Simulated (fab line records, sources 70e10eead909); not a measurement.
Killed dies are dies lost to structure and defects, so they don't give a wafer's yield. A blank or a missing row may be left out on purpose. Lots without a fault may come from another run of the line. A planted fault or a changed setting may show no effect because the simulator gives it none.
fab line records | flow nand_harc
record lots=14 wafers=42 last_day=33
route steps=1302 shown A_CHANNEL_HOLE_D2@599 A_CHANNEL_FILL_D2@618
lots that met no fault: from a run of the same line without faults
start_h: hours from the record's first day to the start of the lot's first wafer shown | wait_h: hours since the lot's step before | " the same as in the row above | L1.1+2: a row that stands for several wafers | - no value, or no start given | * or withheld: withheld | < > ~ a bound
route shown NAME@n: a module of which the file shows steps, and the number in the route of the first | usual: mean/standard deviation of fault-free wafers | same: alike in all rows | chamber/n: place in a boat | sites: the reading at each site | _std_site: their standard deviation | _edge_site: outer sites' mean less inner sites' | radius_mm: how far each site lies from the wafer's centre | mask NAME#n: copy n | behind: the tool/chamber that last shaped the wafer | hold: why the lot was held/for how many hours/how that ended | device: the transistor (n, p or np) that didn't switch | end of line: the same wafers' tests at the end of the route | a step without rows: its recipe alone | killed: dies lost to structure and defects at the first sort, not the wafer's yield | map: a wafer's dies, x killed, . not, _ none there
set.NAME: the setting as run; set.NAME@STEP: as run at that earlier step | model.NAME: the simulator's own value behind a step, which no gauge read
steps of the route over a sample of lots; a table a step, a row a wafer
services: from which hour (start_h, from the record's first day; less than 0 if before it) a tool's chamber was out of use, for how many hours, and why
## steps
# step NHARC_A_CHANNEL_HOLE_D2_ETCH_27
# recipe bias_v=400 source_w=2000 pressure_mtorr=25 time_s=90 ar_flow_sccm=375 c4f8_flow_sccm=41.7 o2_flow_sccm=83.3 temp_c=-20 target_depth_a=4000 chemistry=C4F8/O2/Ar
# usual drypump_motor_current_A=5.8/0.35 showerhead_plenum_p_Torr=3.74/0.13 throttle_valve_pct=27.620/0.0089
# columns lot.wafer tool chamber start_h wait_h drypump_motor_current_A rf_hours_counter_h showerhead_plenum_p_Torr throttle_valve_pct
L637.1 har_etch-02 1 300.19 0.2 5.4 356 3.59 27.627
L637.2 " 0 " " 6.4 356 3.66 27.606
L637.4 " 1 " " 5.4 - 3.59 27.607
L638.1 har_etch-01 0 300.57 0.2 5.7 164 3.73 27.628
L638.4 " 0 " " 5.8 - 3.73 27.606
L638.3 " 1 " " 5.6 - 3.73 27.604
L639.2 har_etch-01 1 323.47 0.2 5.6 176 3.73 27.604
L639.4 " 1 " " 5.7 - 3.73 27.607
L639.3 " 0 " " 5.8 - 3.73 27.627
L640.1 har_etch-01 0 336.43 0.2 5.8 183 3.72 27.607
L640.6 " 0 " " 5.8 - 3.72 27.614
L640.5 " 1 " " 5.6 - 3.72 27.614
L641.2 har_etch-02 0 337.12 0.2 6.4 378 3.64 27.628
L641.3 " 1 " " 5.4 - 3.58 27.622
L641.4 " 0 " " 6.4 - 3.65 27.632
L643.1 har_etch-01 1 356.16 0.2 5.6 195 3.72 27.627
L643.2 " 0 " " 5.8 195 3.72 27.619
L643.5 " 1 " " 5.6 - 3.72 27.620
L642.3 har_etch-02 1 358.03 0.2 5.4 - 3.57 27.614
L642.6 " 1 " " 5.4 - 3.57 27.636
L642.5 " 0 " " 6.4 - 3.64 27.622
L654.2 har_etch-02 1 474.21 0.2 5.4 45 3.95 27.638
L654.3 " 1 " " 5.4 - 3.95 27.620
L654.6 " 0 " " 6.4 - 3.95 27.635
L655.3 har_etch-02 0 482.64 0.2 6.4 - 3.95 27.607
L655.4 " 1 " " 5.4 - 3.95 27.627
L655.5 " 1 " " 5.4 - 3.95 27.633
L656.2 har_etch-01 0 482.80 0.2 5.7 275 3.67 27.623
L656.3 " 1 " " 5.6 - 3.67 27.610
L656.5 " 1 " " 5.7 - 3.67 27.623
L657.1 har_etch-01 0 503.55 0.2 5.8 283 3.67 27.632
L657.3 " 0 " " 5.8 - 3.67 27.606
L657.4 " 1 " " 5.6 - 3.67 27.616
L658.3 har_etch-02 1 504.59 0.2 5.4 - 3.94 27.626
L658.5 " 0 " " 6.4 - 3.94 27.631
L658.6 " 1 " " 5.4 - 3.94 27.630
L659.1 har_etch-01 1 517.13 0.2 5.6 294 3.66 27.622
L659.3 " 0 " " 5.8 - 3.66 27.621
L659.5 " 0 " " 5.7 - 3.66 27.618
L660.2 har_etch-02 0 534.28 0.2 6.4 84 3.93 27.617
L660.3 " 0 " " 6.4 - 3.93 27.624
L660.4 " 1 " " 5.4 - 3.93 27.635
# step NHARC_A_CHANNEL_HOLE_D2_INSPECT_40
# usual raw_defect_count=278/100
# columns lot.wafer tool chamber start_h wait_h raw_defect_count
L637.1 defect_inspect-02 - 301.92 - 210
L637.2 " - " " 229
L637.4 " - " " 191
L638.1 defect_inspect-02 - 302.30 - 232
L638.3 " - " " 205
L638.4 " - " " 360
L639.2 defect_inspect-01 - 325.20 - 248
L639.3 " - " " 220
L639.4 " - " " 225
L640.1 defect_inspect-02 - 338.16 - 225
L640.5 " - " " 226
L640.6 " - " " 241
L641.2 defect_inspect-01 - 338.81 - 282
L641.3 " - " " 277
L641.4 " - " " 287
L643.1 defect_inspect-01 - 357.87 - 209
L643.2 " - " " 137
L643.5 " - " " 183
L642.3 defect_inspect-01 - 359.70 - 691
L642.5 " - " " 744
L642.6 " - " " 748
L654.2 defect_inspect-01 - 475.93 - 153
L654.3 " - " " 220
L654.6 " - " " 259
L655.3 defect_inspect-01 - 484.47 - 251
L655.4 " - " " 195
L655.5 " - " " 188
L656.2 defect_inspect-02 - 484.53 - 276
L656.3 " - " " 260
L656.5 " - " " 245
L657.1 defect_inspect-01 - 505.44 - 414
L657.3 " - " " 367
L657.4 " - " " 349
L658.3 defect_inspect-02 - 506.23 - 320
L658.5 " - " " 277
L658.6 " - " " 163
L659.1 defect_inspect-02 - 518.83 - 297
L659.3 " - " " 231
L659.5 " - " " 291
L660.2 defect_inspect-01 - 536.01 - 238
L660.3 " - " " 372
L660.4 " - " " 262
# step NHARC_A_CHANNEL_FILL_D2_CVD_18
# recipe target_thk_a=30 temp_c=550 material=poly-Si
# usual spike_tc_bottom_C=575.3/1.1
# columns lot.wafer tool chamber start_h wait_h spike_tc_bottom_C
L637.1 lpcvd_poly-04 0 324.96 - 576.6
L637.2 " 0 " " 574.6
L637.4 " 0 " " 574.1
L638.1 lpcvd_poly-04 0 324.96 - 576.5
L638.3 " 0 " " 575.9
L638.4 " 0 " " 577.0
L639.2 lpcvd_poly-01 0 347.40 - 573.9
L639.3 " 0 " " 572.8
L639.4 " 0 " " 573.8
L640.1 lpcvd_poly-01 0 360.56 - 572.8
L640.5 " 0 " " 575.6
L640.6 " 0 " " 574.7
L641.2 lpcvd_poly-01 0 360.56 - 574.4
L641.3 " 0 " " 575.3
L641.4 " 0 " " 576.6
L642.3 lpcvd_poly-03 0 380.62 - 575.6
L642.5 " 0 " " 576.6
L642.6 " 0 " " 575.3
L643.1 lpcvd_poly-03 0 380.62 - 576.1
L643.2 " 0 " " 576.3
L643.5 " 0 " " 576.3
L654.2 lpcvd_poly-04 0 498.05 - 575.1
L654.3 " 0 " " 576.3
L654.6 " 0 " " 576.3
L654.2 lpcvd_poly-04 0 500.29 0.5 575.8
L654.3 " 0 " " 574.2
L654.6 " 0 " " 575.3
L655.3 lpcvd_poly-04 0 507.65 - 577.4
L655.4 " 0 " " 575.4
L655.5 " 0 " " 575.5
L655.3 lpcvd_poly-04 0 509.86 0.5 576.6
L655.4 " 0 " " 575.7
L655.5 " 0 " " 577.6
L656.2 lpcvd_poly-04 0 507.65 - 574.5
L656.3 " 0 " " 575.7
L656.5 " 0 " " 577.4
L657.1 lpcvd_poly-01 0 527.78 - 575.1
L657.3 " 0 " " 575.8
L657.4 " 0 " " 576.1
L658.3 lpcvd_poly-01 0 527.78 - 573.0
L658.5 " 0 " " 573.3
L658.6 " 0 " " 575.7
L659.1 lpcvd_poly-04 0 540.47 - 576.7
L659.3 " 0 " " 574.8
L659.5 " 0 " " 576.1
L660.2 lpcvd_poly-04 0 558.50 - 575.1
L660.3 " 0 " " 576.0
L660.4 " 0 " " 575.4
# step NHARC_A_CHANNEL_FILL_D2_STRIP_28
# recipe time_s=20 o2_flow_sccm=500 ar_flow_sccm=0 bias_w=0 chemistry=O2
# usual drypump_motor_current_A=5.9/0.58 oes_product_au=1.005/0.01 rf_vpp_V=57.7/0.92 showerhead_plenum_p_Torr=3.48/0.13 throttle_valve_pct=17.037/0.0096
# columns lot.wafer tool chamber start_h wait_h drypump_motor_current_A oes_product_au rf_hours_counter_h rf_vpp_V showerhead_plenum_p_Torr throttle_valve_pct
L638.1 rie_diel-10 1 327.21 0.1 6.3 0.994 2 57.5 3.41 17.041
L638.4 " 3 " " 5.6 0.998 2 56.5 3.33 17.014
L638.3 " 0 " " 5.3 1.002 2 57.5 3.33 17.048
L637.4 rie_diel-01 0 327.24 0.1 6.3 0.991 17 57.4 3.65 17.048
L637.1 " 2 " " 5.9 1.005 20 56.9 3.43 17.038
L637.2 " 3 " " 5.2 0.997 19 57.3 3.31 17.041
L639.3 rie_diel-09 0 349.69 0.1 5.3 1.012 1 57.8 3.53 17.042
L639.4 " 1 " " 5.2 0.993 1 56.9 3.65 17.046
L639.2 " 3 " " 6.2 0.997 1 57.9 3.50 17.042
L641.3 rie_diel-09 3 362.82 0.1 6.2 0.996 1 57.7 3.50 17.050
L641.4 " 0 " " 5.3 1.017 1 58.1 3.53 17.033
L641.2 " 1 " " 5.2 0.995 1 58.2 3.65 17.046
L640.1 rie_diel-10 3 362.82 0.1 5.6 1.012 4 58.7 3.33 17.032
L640.6 " 1 " " 6.3 1.012 - 57.6 3.41 17.053
L640.5 " 2 " " 6.3 1.009 - 57.6 3.68 17.034
L642.3 rie_diel-10 1 382.93 0.1 6.3 1.005 4 57.4 3.41 17.053
L642.6 " 0 " " 5.3 1.002 - 57.6 3.33 17.040
L642.5 " 1 " " 6.3 0.998 - 57.3 3.41 17.033
L643.2 rie_diel-09 0 382.93 0.1 5.3 1.008 1 60.7 3.53 17.033
L643.1 " 1 " " 5.2 0.989 1 58.0 3.65 17.054
L643.5 " 3 " " 6.2 0.983 - 58.6 3.50 17.021
L654.2 rie_diel-10 1 502.94 0.1 6.3 0.989 2 57.6 3.40 17.043
L654.3 " 0 " " 5.3 1.002 1 56.5 3.33 17.038
L654.6 " 2 " " 6.3 1.008 - 58.7 3.68 17.041
L656.2 rie_diel-09 3 509.93 0.1 6.1 1.011 0 57.1 3.50 17.045
L656.3 " 1 " " 5.3 1.002 0 57.2 3.65 17.038
L656.5 " 3 " " 6.1 1.007 - 56.9 3.50 17.045
L655.3 rie_diel-10 2 512.47 0.1 6.4 1.027 2 57.6 3.68 17.052
L655.4 " 3 " " 5.6 1.003 2 58.2 3.33 17.036
L655.5 " 2 " " 6.4 1.012 - 58.6 3.68 17.036
L657.3 rie_diel-09 0 530.04 0.1 5.3 1.002 1 56.4 3.53 17.039
L657.1 " 1 " " 5.2 1.007 1 58.6 3.65 17.046
L657.4 " 3 " " 6.2 1.022 1 57.3 3.50 17.036
L658.3 rie_diel-10 0 530.06 0.1 5.3 1.019 2 56.5 3.33 17.031
L658.6 " 0 " " 5.3 1.008 - 57.4 3.33 17.030
L658.5 " 1 " " 6.3 0.992 - 58.6 3.40 17.021
L659.3 rie_diel-09 1 542.75 0.1 5.2 1.008 1 58.1 3.65 17.030
L659.1 " 0 " " 5.3 0.999 1 57.0 3.53 17.045
L659.5 " 1 " " 5.2 1.008 - 60.0 3.65 17.041
L660.2 rie_diel-09 3 560.79 0.1 6.2 1.021 2 56.3 3.50 17.045
L660.3 " 0 " " 5.3 1.003 2 57.3 3.53 17.043
L660.4 " 3 " " 6.2 1.015 - 57.2 3.50 17.017
## services
# columns tool chamber start_h hours kind
rie_diel-09 0 299.13 - clean
rie_diel-09 1 299.13 - clean
rie_diel-09 2 299.13 - clean
rie_diel-09 3 299.13 - clean
rie_diel-01 0 313.18 5.8 repair
rie_diel-09 - 320.10 9.0 pm
rie_diel-09 0 320.10 9.0 vent_cycle
rie_diel-09 1 320.10 9.0 vent_cycle
rie_diel-09 2 320.10 9.0 vent_cycle
rie_diel-09 3 320.10 9.0 vent_cycle
rie_diel-09 0 329.10 - clean
rie_diel-09 2 335.80 1.9 repair
rie_diel-10 2 349.42 4.1 repair
rie_diel-10 1 352.47 5.6 repair
har_etch-02 - 380.57 17.0 pm
rie_diel-01 - 380.95 9.0 pm
lpcvd_poly-03 - 386.03 26.0 pm
rie_diel-09 2 406.74 14.2 repair
rie_diel-10 - 419.50 9.0 pm
rie_diel-09 1 435.13 9.7 repair
rie_diel-01 0 484.88 6.7 repair
rie_diel-09 - 497.10 9.0 pm
rie_diel-09 1 544.25 19.4 repair
rie_diel-01 - 557.95 9.0 pm
## key
first_sign step=NHARC_A_CHANNEL_FILL_D2_CVD_18 reading=visit direction=added
effect none on later readings
met_at NHARC_A_CHANNEL_FILL_D2_CVD_18
struck_lots L654,L655
later_rows_left_out L654.2,L654.3,L654.6,L655.3,L655.4,L655.5
sort_left_out L654.2,L654.3,L654.6,L655.3,L655.4,L655.5
tester_left_out L654,L655
not_acting_at NHARC_A_CHANNEL_HOLE_D2_ETCH_27,NHARC_A_CHANNEL_HOLE_D2_INSPECT_40,NHARC_A_CHANNEL_FILL_D2_STRIP_28
fault kind=repeated_step_whole tool=lpcvd_poly-01,lpcvd_poly-03,lpcvd_poly-04 chamber=- onset_h=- steps=NHARC_A_CHANNEL_FILL_D2_CVD_18 times=1 scope=struck_lots_only
# tester_left_out: of these lots the tester's yield and bins aren't shown, on N5 and GAA mostly nor the transistor test; their killed dies are dies lost to structure and defects alone, not to doping, threshold or leakage, so they don't give the yield
# sort_left_out: the simulated sort isn't trusted on such a fault, so these wafers' sort isn't shown, and their yield isn't known
# later_rows_left_out: the simulator's readings of these wafers behind a module that went badly wrong aren't trusted and aren't shown, but for the sort
